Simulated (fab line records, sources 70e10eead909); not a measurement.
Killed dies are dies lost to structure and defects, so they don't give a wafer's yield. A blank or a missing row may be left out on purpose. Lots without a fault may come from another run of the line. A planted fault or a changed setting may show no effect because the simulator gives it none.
Problem report in the 8D (eight disciplines) form, filled by code | flow nand_harc | the parts of the form that need people (team, actions taken, sign-off) are left out

1. THE PROBLEM
killed_dies at NHARC_END_SORT_01 reads a mean of 677 on 6 wafers of 2 lots; wafers without a fault read 57 with a standard deviation of 17. That is +36 standard deviations from the usual mean.
First seen on wafer L603.3, day 30 12:46, on prober-02. The record holds 6 wafers of 2 lots with a number at this step. Rule for "out", or "out of limits": more than 4 standard deviations from the usual mean. The other wafers with a number count as sound.

2. WHAT IT IS AND WHAT IT IS NOT
question                    | is                           | is not
which readings at this step | killed_dies, killed_at_array | killed_at_periphery, killed_open
which lots                  | L603, L604                   | -
which wafers of those lots  | all that have a number       | -
read on which gauges        | prober-02                    | -
when                        | from day 30 12:46            | up to then (0 sound wafers)

3. SUSPECTS, AND WHAT RULES EACH OUT
Counting: a tool at a process step up to the reading stays a suspect if it ran every lot that is out and no sound lot after the first of them.
- the gauge at NHARC_END_SORT_01: kept. All the wafers that are out were read on prober-02, and no step on other tools shows them out.
- rie_diel-02 at NHARC_A_CHANNEL_HOLE_D2_ETCH_39 (etches the open film in N2/H2, target depth 260 nm, time 325 s): kept. It ran every lot that is out, first L603 (day 19 12:06), and no sound lot after that. NHARC_A_CHANNEL_HOLE_D2_ETCH_39 gives no start for some lots, so the hours and the order of its lots are those of NHARC_A_CHANNEL_HOLE_D2_ETCH_34.
- rie_diel-02 at NHARC_A_CHANNEL_HOLE_D2_ETCH_34 (etches the open film in CF4/CHF3, target depth 154 nm, time 77 s): kept. It ran every lot that is out, first L603 (day 19 12:06), and no sound lot after that.
Left after counting: rie_diel-02 at NHARC_A_CHANNEL_HOLE_D2_ETCH_39, rie_diel-02 at NHARC_A_CHANNEL_HOLE_D2_ETCH_34, prober-02 at NHARC_END_SORT_01.

4. THE CAUSE (what the simulator had put in)
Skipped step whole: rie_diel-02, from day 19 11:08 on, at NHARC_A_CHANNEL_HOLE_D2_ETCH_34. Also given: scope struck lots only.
Counting left 3 suspects, and this tool is among them.

5. THE CHAIN OF EFFECTS, in route order
Each row: a reading whose mean over the struck wafers that have a number lies more than 3 standard deviations from the usual. Only readings for which the record gives a usual standard deviation are gone through. hours: the time from each lot's start at the first step in this table that gives one to its start at this step, as a median over the lots. sigmas: the change in usual standard deviations.
hours | step              | reading         | usual | on struck wafers | change | sigmas
0     | NHARC_END_SORT_01 | killed_at_array | 52    | 674              | +622   | +35
0     | NHARC_END_SORT_01 | killed_dies     | 57    | 677              | +620   | +36
Readings that are blank on the struck wafers while sound wafers have them: bias_w at NHARC_A_CHANNEL_HOLE_D2_ETCH_34; cf4_flow_sccm at NHARC_A_CHANNEL_HOLE_D2_ETCH_34; drypump_motor_current_A at NHARC_A_CHANNEL_HOLE_D2_ETCH_34; oes_product_au at NHARC_A_CHANNEL_HOLE_D2_ETCH_34; rf_vpp_V at NHARC_A_CHANNEL_HOLE_D2_ETCH_34; showerhead_plenum_p_Torr at NHARC_A_CHANNEL_HOLE_D2_ETCH_34; throttle_valve_pct at NHARC_A_CHANNEL_HOLE_D2_ETCH_34.

6. WHAT WOULD HAVE CAUGHT IT SOONER
In this record the first reading out of limits at a measuring or inspecting step was taken at day 30 12:46, 266 hours after the fault began at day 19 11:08.
At NHARC_A_CHANNEL_HOLE_D2_ETCH_34 the tool's readings are blank on the struck wafers, where sound wafers have them: an empty tool record is the first sign, and it was there at once.
All the lots that are out (2) had begun NHARC_A_CHANNEL_HOLE_D2_ETCH_34 on rie_diel-02 by day 30 12:46. A hold on the tool at that time would have spared none of them.
